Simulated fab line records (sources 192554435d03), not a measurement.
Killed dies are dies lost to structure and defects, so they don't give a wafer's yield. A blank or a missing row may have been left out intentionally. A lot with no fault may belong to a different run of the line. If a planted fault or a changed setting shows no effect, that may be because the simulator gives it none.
Which tool is to blame?    flow n5_finfet    72 wafers from 24 lots sampled at 3 of the route's 1938 steps

## WHAT EACH GAUGE READ, for each wafer
N5_BEOL_M15_CD_MEAS_10: the cd target is 360 nm. Usual: cd_nm at 360.4 nm, with a standard deviation of 1.6.
lot   measured      on         cd_nm (nm)         flag
L076  day 11 04:55  cd_sem-02  362.6 359.5 360.2  
L074  day 11 08:22  cd_sem-02  359.9 360.3 361.4  
L077  day 11 20:22  cd_sem-02  360.3 359.9 359.1  
L075  day 11 20:23  cd_sem-01  360.2 360.0 360.5  
L078  day 11 20:34  cd_sem-03  358.7 359.8 361.0  
L079  day 12 12:15  cd_sem-03  360.8 361.5 361.2  
L080  day 12 18:49  cd_sem-01  362.7 361.3 361.0  
L082  day 13 06:38  cd_sem-01  358.8 360.5 357.6  
L081  day 13 09:20  cd_sem-01  360.9 361.0 362.8  
L084  day 13 21:48  cd_sem-01  359.2 358.8 359.4  
L083  day 13 22:53  cd_sem-02  358.5 359.9 359.5  
L086  day 14 06:20  cd_sem-02  363.1 361.2 361.0  
L085  day 14 10:48  cd_sem-01  361.8 362.1 361.5  
L088  day 14 15:20  cd_sem-03  359.6 360.6 361.4  
L087  day 14 16:02  cd_sem-03  360.0 362.0 361.8  
L089  day 15 07:08  cd_sem-02  359.3 357.9 359.0  
L090  day 15 20:25  cd_sem-02  360.0 360.0 358.6  
L091  day 15 20:41  cd_sem-02  364.1 363.9 364.9  
L092  day 16 02:59  cd_sem-01  361.3 364.0 361.7  
L093  day 16 14:46  cd_sem-03  359.2 359.7 360.8  
L096  day 16 20:16  cd_sem-02  359.4 360.5 362.5  
L094  day 17 00:58  cd_sem-02  357.4 358.4 358.9  
L095  day 17 01:47  cd_sem-02  360.3 358.3 361.9  
L097  day 17 17:00  cd_sem-01  361.4 358.9 361.3  

## WHAT TOOL EACH LOT RAN ON (gives the tool, then ch and the chambers of the sampled wafers, and finally the start)
lot   N5_BEOL_M14_DESCUM_33               N5_BEOL_M14_SPUTTER_45
L076  rie_diel-06 ch 1,2, day 10 22:35    pvd_sputter-02, day 11 03:09
L074  rie_diel-03 ch 1,2, day 11 02:46    pvd_sputter-01, day 11 06:35
L077  rie_diel-03 ch 0,3, day 11 11:31    pvd_sputter-01, day 11 18:09
L075  rie_diel-06 ch 0,1,3, day 11 11:57  pvd_sputter-01, day 11 18:35
L078  rie_diel-03 ch 0,1, day 11 16:07    pvd_sputter-03, day 11 18:56
L079  rie_diel-06 ch 0,1,3, day 12 06:01  pvd_sputter-02, day 12 10:36
L080  rie_diel-01 ch 1,2,3, day 12 15:11  pvd_sputter-03, day 12 17:10
L082  rie_diel-03 ch 2,3, day 13 01:07    pvd_sputter-02, day 13 04:53
L081  rie_diel-03 ch 0,1,2, day 13 05:22  pvd_sputter-03, day 13 07:34
L084  rie_diel-03 ch 1,3, day 13 16:04    pvd_sputter-02, day 13 20:02
L083  rie_diel-06 ch 2,3, day 13 18:31    pvd_sputter-02, day 13 20:56
L086  rie_diel-01 ch 1,2, day 14 00:06    pvd_sputter-02, day 14 04:14
L085  rie_diel-03 ch 1,2,3, day 14 07:03  pvd_sputter-01, day 14 09:02
L088  rie_diel-01 ch 0,1,2, day 14 09:50  pvd_sputter-01, day 14 13:41
L087  rie_diel-01 ch 1,3, day 14 10:59    pvd_sputter-03, day 14 14:02
L089  rie_diel-01 ch 0,1,3, day 15 00:53  pvd_sputter-01, day 15 05:30
L090  rie_diel-01 ch 1,2, day 15 16:42    pvd_sputter-01, day 15 18:46
L091  rie_diel-06 ch 0,1,2, day 15 16:57  pvd_sputter-02, day 15 18:47
L092  rie_diel-06 ch 2,3, day 15 20:52    pvd_sputter-02, day 16 01:07
L093  rie_diel-03 ch 1,2, day 16 09:04    pvd_sputter-01, day 16 13:00
L096  rie_diel-06 ch 0,2,3, day 16 15:04  pvd_sputter-03, day 16 18:20
L094  rie_diel-03 ch 1,3, day 16 19:35    pvd_sputter-01, day 16 23:10
L095  rie_diel-01 ch 1,2,3, day 16 22:14  pvd_sputter-03, day 16 23:44
L097  rie_diel-03 ch 0,1,3, day 17 12:59  pvd_sputter-02, day 17 15:10
- N5_BEOL_M14_DESCUM_33: chemistry O2, time 7.9 s.
- N5_BEOL_M14_SPUTTER_45: material Cu, target thk 100 nm, time 16.67 s.

## WHAT THE TOOLS THEMSELVES READ (means of the sampled wafers that have a number; where no wafer has one, the mark that the record gives instead)
N5_BEOL_M14_DESCUM_33. Usual: drypump_motor_current_A 5.8 A, standard deviation 0.43; o2_flow_sccm 225.0 sccm, standard deviation 0.61; oes_product_au 0.84 a.u., standard deviation 0.059; rf_vpp_V 243.2 V, standard deviation 1.2; showerhead_plenum_p_Torr 2.09 Torr, standard deviation 0.057; throttle_valve_pct 20.36 %, standard deviation 0.18.
lot   tool         drypump_motor_current_A (A)  o2_flow_sccm (sccm)  oes_product_au (a.u.)  rf_vpp_V (V)  showerhead_plenum_p_Torr (Torr)  throttle_valve_pct (%)  flag
L076  rie_diel-06  5.7                          224.7                0.91                   244.1         2.17                             20.27                   
L074  rie_diel-03  5.8                          225.1                0.84                   243.3         2.06                             20.43                   
L077  rie_diel-03  5.8                          224.5                0.89                   242.8         2.10                             20.35                   
L075  rie_diel-06  5.6                          225.0                0.78                   244.8         2.15                             20.48                   
L078  rie_diel-03  5.9                          224.9                0.87                   243.8         2.10                             20.49                   
L079  rie_diel-06  5.7                          225.1                0.78                   243.7         2.15                             20.48                   
L080  rie_diel-01  5.7                          225.2                0.89                   242.8         2.06                             20.18                   
L082  rie_diel-03  5.5                          225.2                0.85                   243.0         2.09                             20.32                   
L081  rie_diel-03  5.7                          224.8                0.83                   242.8         2.09                             20.48                   
L084  rie_diel-03  5.8                          225.4                0.86                   241.5         2.03                             20.20                   
L083  rie_diel-06  5.6                          225.5                0.83                   243.3         2.11                             20.46                   
L086  rie_diel-01  5.7                          225.4                0.87                   242.0         2.06                             20.19                   
L085  rie_diel-03  5.7                          225.2                0.82                   241.6         2.05                             20.34                   
L088  rie_diel-01  6.1                          225.2                0.85                   242.8         2.09                             20.21                   
L087  rie_diel-01  6.1                          224.8                0.84                   244.2         2.08                             20.13                   
L089  rie_diel-01  6.2                          224.9                0.86                   243.6         2.09                             20.23                   
L090  rie_diel-01  5.7                          224.7                0.84                   242.6         2.05                             20.20                   
L091  rie_diel-06  5.5                          224.7                0.80                   243.7         2.16                             20.35                   
L092  rie_diel-06  5.6                          224.9                0.82                   243.0         2.10                             20.49                   
L093  rie_diel-03  5.8                          224.4                0.79                   243.0         2.05                             20.49                   
L096  rie_diel-06  5.4                          225.9                0.76                   243.5         2.10                             20.51                   
L094  rie_diel-03  5.8                          224.2                0.82                   242.2         2.03                             20.25                   
L095  rie_diel-01  5.7                          225.2                0.85                   242.7         2.05                             20.23                   
L097  rie_diel-03  5.9                          225.2                0.80                   242.7         2.05                             20.40                   

N5_BEOL_M14_SPUTTER_45. Usual: susceptor_temp_C -20.01 C, standard deviation 0.11; throttle_valve_pct 29.8 %, standard deviation 0.94.
lot   tool            susceptor_temp_C (C)  throttle_valve_pct (%)  flag
L076  pvd_sputter-02  -19.99                28.9                    
L074  pvd_sputter-01  -19.93                30.2                    
L077  pvd_sputter-01  -20.01                29.7                    
L075  pvd_sputter-01  -20.05                30.0                    
L078  pvd_sputter-03  -19.84                30.1                    
L079  pvd_sputter-02  -20.08                29.1                    
L080  pvd_sputter-03  -20.04                29.6                    
L082  pvd_sputter-02  -20.01                29.0                    
L081  pvd_sputter-03  -20.03                29.9                    
L084  pvd_sputter-02  -20.01                29.1                    
L083  pvd_sputter-02  -20.02                29.1                    
L086  pvd_sputter-02  -19.90                29.2                    
L085  pvd_sputter-01  -19.98                29.9                    
L088  pvd_sputter-01  -19.85                31.0                    
L087  pvd_sputter-03  -20.02                31.1                    
L089  pvd_sputter-01  -20.05                30.6                    
L090  pvd_sputter-01  -20.04                30.2                    
L091  pvd_sputter-02  -19.96                29.1                    
L092  pvd_sputter-02  -20.00                29.1                    
L093  pvd_sputter-01  -20.01                30.7                    
L096  pvd_sputter-03  -19.97                30.7                    
L094  pvd_sputter-01  -20.10                30.6                    
L095  pvd_sputter-03  -19.93                30.7                    
L097  pvd_sputter-02  -19.94                29.3                    

## THE ANSWER, worked out from the rows above alone
Rule: a lot counts as off when the mean over its wafers that have a number is more than 3 standard deviations away from the usual mean. A lot without any number at a reading at which 4 lots or more have one is off too. All remaining lots with rows at the step are treated as sound. First the gauges in route order, then the tools' own readings, where a lot's mean is used as printed above. At the first step where some lot is off, the reading lying furthest off is the one used; lots without a number count as furthest.
Across all readings shown, no lot is off: no conclusion can be drawn from this.

## WHAT WAS PUT IN BY THE SIMULATOR
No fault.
